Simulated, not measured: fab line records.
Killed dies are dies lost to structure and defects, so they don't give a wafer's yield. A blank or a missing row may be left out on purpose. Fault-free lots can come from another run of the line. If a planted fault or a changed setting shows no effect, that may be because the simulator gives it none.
Matching of chambers ; flow n5_finfet ; N5_BEOL_M12_ETCH_38 on rie_diel-04: 4 sister chambers
The step etches SiCN in CF4/N2, target depth 68.7 nm, time 73.4 s. 8 wafers are shown with their chamber, then 6 later ones without.

## WAFERS, EACH WITH ITS CHAMBER
wafer;chamber;showerhead_plenum_p_Torr (Torr);throttle_valve_pct (%)
L581.4;3;2.27;15.57
L581.5;2;2.25;15.55
L585.6;1;2.22;15.47
L587.2;1;2.22;15.46
L587.4;3;2.26;15.58
L586.2;0;2.33;15.08
L586.4;0;2.33;15.07
L586.5;2;2.25;15.58

## WAFERS WITHOUT THEIR CHAMBER
wafer;showerhead_plenum_p_Torr (Torr);throttle_valve_pct (%)
L595.4;2.24;15.61
L595.5;2.24;15.61
L595.6;2.21;15.51
L596.1;2.21;15.54
L596.3;2.32;15.12
L596.4;2.26;15.17

## EACH ONE'S CHAMBER
wafer;from the rows above;in truth
L595.4;2;2
L595.5;2;2
L595.6;1;1
L596.1;1;1
L596.3;0;0
L596.4;0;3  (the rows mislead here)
Correct placement for 5 of the 6. Can't be placed from these rows: 0. Number placed wrongly: 1.
How it was worked out, from the rows above alone: a wafer's distance from a chamber is the root of the sum, over the readings, of the square of ((its reading less the chamber's mean) divided by the reading's scatter). If the next closest chamber is less than 2 further off than the closest, the wafer can't be placed; otherwise it belongs to the closest. A chamber's mean is the mean of its shown wafers. How the scatter is found: for the shown wafers, subtract from each reading the mean of its chamber, square and add these, divide the total by (wafers less chambers), then take the root.
